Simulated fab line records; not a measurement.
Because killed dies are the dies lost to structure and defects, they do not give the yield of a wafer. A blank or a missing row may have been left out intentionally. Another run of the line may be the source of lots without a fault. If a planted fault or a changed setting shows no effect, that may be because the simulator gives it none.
Comparing a struck lot with a sound one    flow nand_harc    39 steps out of a route of 1302
Sound: the wafers L456.1, L456.4, L456.6. The struck wafers were L459.4, L459.5, L459.6. At the end, the cause is stated.
Per side, at each step with rows, come the tool, then ch with its chambers, and then its first start. Under that, the readings that differ: sound wafers    struck wafers    difference of the means    sigmas: that difference in standard deviations of wafers without a fault.
alike: readings with means less than 2 such deviations apart, plus words and numbers identical on both sides. not compared: withheld readings, readings lacking a value on some wafer, bounds such as >300 that could conceal the same value, and numbers that have no deviation in the record and whose values overlap.
Wherever a step has rows on one side only, a row that says differs or no value, or a row with sigmas, the two part there. Non-overlapping numbers with no deviation appear without sigmas and do not part them. Lack of a reading on every wafer of one side parts them only where that side has two or more wafers.

first, 4 steps without rows for these wafers: NHARC_P_BONDPAD_EBR_05; NHARC_P_BONDPAD_EXPOSE_06 (exposes mask P BPAD); NHARC_P_BONDPAD_PEB_07 (peb time 80 s); NHARC_P_BONDPAD_DEVELOP_08 (time 50 s).
NHARC_P_BONDPAD_CD_MEAS_09: target cd 500 nm.
  sound on cd_sem-03 ch 0, day 11 07:17; struck on cd_sem-01 ch 0, day 12 22:04
  alike: cd_nm
NHARC_P_BONDPAD_OVL_MEAS_38:
  struck on overlay-01, day 12 22:09; sound on overlay-02, day 11 07:23
  alike: overlay_x_nm, overlay_y_nm
then, 4 steps without rows for these wafers: NHARC_P_BONDPAD_HARDBAKE_10 (time 65 s); NHARC_P_BONDPAD_DESCUM_11 (chemistry O2, time 3 s); NHARC_P_BONDPAD_ETCH_37 (etches the open film in N2/H2, target depth 60 nm, overetch 18 nm, time 65.91 s); NHARC_P_BONDPAD_ETCH_12 (etches the open film in CHF3/O2, target depth 200 nm, time 100 s).
NHARC_P_BONDPAD_CD_MEAS_13:
  struck on cd_sem-01, day 12 22:36; sound on cd_sem-03, day 11 07:52
  alike: cd_nm
NHARC_P_BONDPAD_STRIP_15: strips in O2.
  sound on rie_diel-13 ch 0,3, day 11 07:58; struck on rie_diel-13 ch 0,1,2, day 12 22:43
  alike: drypump_motor_current_A, oes_product_au, rf_vpp_V, showerhead_plenum_p_Torr, throttle_valve_pct
  not compared: rf_hours_counter_h
NHARC_P_BONDPAD_ETCH_24: etches the open film in CF4/N2, target depth 30 nm, time 72.99 s.
  sound on rie_diel-13 ch 0,1,2, day 11 08:07; struck on rie_diel-13 ch 1,2, day 12 22:49
  alike: bias_w, drypump_motor_current_A, oes_product_au, rf_vpp_V, showerhead_plenum_p_Torr, throttle_valve_pct
  not compared: rf_hours_counter_h
then, 1 step without rows for these wafers: NHARC_P_BONDPAD_STRIP_16 (strips in post etch residue remover, time 600 s).
NHARC_P_BONDPAD_DEGAS_25: time 60 s.
  struck on pvd_sputter-03, day 12 23:14; sound on pvd_sputter-02, day 11 08:29
  alike: heater_power_w, susceptor_temp_C
then, 1 step without rows for these wafers: NHARC_P_BONDPAD_PRE_CLEAN_26 (time 30 s).
NHARC_P_BONDPAD_PVD_17: deposits TaN, target thk 5 nm, time 8.06 s.
  sound on pvd_sputter-02; struck on pvd_sputter-03
  alike: bias_v, throttle_valve_pct
then, 2 steps without rows for these wafers: NHARC_P_BONDPAD_PVD_27 (deposits Cu, target thk 30 nm, time 20.49 s); NHARC_P_BONDPAD_ECD_18 (material Cu, target thk 400 nm).
NHARC_P_BONDPAD_ANNEAL_28: time 90 s.
  sound on rtp_anneal-01 ch 0, day 11 09:13; struck on rtp_anneal-02 ch 0, day 13 00:07
reading           sound                 struck                difference  sigmas
wafer_temp_C_max  225.51 225.42 225.39  225.94 226.24 226.16  +0.67       +3
then, 1 step without rows for these wafers: NHARC_P_BONDPAD_CMP_19 (polishes, t overpolish 30 s, cu recess touch 16 s, target thk 160.81 nm).
NHARC_P_BONDPAD_THK_MEAS_20: measures by xrf.
  struck on film_metro-02, day 13 00:37; sound on film_metro-01, day 11 09:53
  alike: thk_nm
then, 1 step without rows for these wafers: NHARC_P_BONDPAD_SRD_21 (time 30 s, dry time 20 s).
NHARC_P_BONDPAD_ACTIVATE_29: chemistry N2, time 60 s.
  sound on rie_diel-08 ch 1,3, day 11 10:11; struck on rie_diel-13 ch 0,3, day 13 00:53
  alike: drypump_motor_current_A, oes_product_au, rf_vpp_V, showerhead_plenum_p_Torr
  not compared: rf_hours_counter_h
then, 13 steps without rows for these wafers: NHARC_P_BONDPAD_PRECLEAN_30 (cleans in DIW, time 300 s); NHARC_P_BONDPAD_SRD_31 (time 30 s, dry time 20 s); NHARC_A_ZERO_WELL_PRECLEAN_00 (cleans in SPM, time 600 s); NHARC_A_ZERO_WELL_SRD_01; NHARC_A_ZERO_WELL_DEHYDRATE_02 (time 120 s); NHARC_A_ZERO_WELL_HMDS_03 (time 30 s); NHARC_A_ZERO_WELL_COAT_18 (time 65 s); NHARC_A_ZERO_WELL_COAT_04 (resist thk 600 nm); NHARC_A_ZERO_WELL_SOFTBAKE_05 (time 70 s); NHARC_A_ZERO_WELL_EBR_06; NHARC_A_ZERO_WELL_EXPOSE_07 (exposes mask A ZERO); NHARC_A_ZERO_WELL_PEB_08 (peb time 80 s); NHARC_A_ZERO_WELL_DEVELOP_09 (time 50 s).
NHARC_A_ZERO_WELL_CD_MEAS_10: target cd 2000 nm.
  sound on cd_sem-02 ch 0, day 11 11:28; struck on cd_sem-01 ch 0, day 13 02:08
  alike: cd_nm
-- the record jumps here: 18 days lie between the struck wafers' starts before and after (it left off in module A_ZERO_WELL and takes up again in module END, whose first step shown is number 1302 of the route) --
NHARC_END_SORT_01:
  sound on prober-02 ch 0, day 29 05:50; struck on prober-02 ch 0, day 30 21:35
reading              sound      struck    difference  sigmas
killed_at_array      106 63 90  51 50 47  -37         -2
killed_at_periphery  5 3 0      38 53 41  +41         +19
  alike: defect_limited_yield, killed_at_other, killed_dies, killed_open, killed_short

== WHERE THEY PART ==
Earliest at NHARC_P_BONDPAD_ANNEAL_28; latest, in this record, at NHARC_END_SORT_01.

WHY: what the simulator had put in
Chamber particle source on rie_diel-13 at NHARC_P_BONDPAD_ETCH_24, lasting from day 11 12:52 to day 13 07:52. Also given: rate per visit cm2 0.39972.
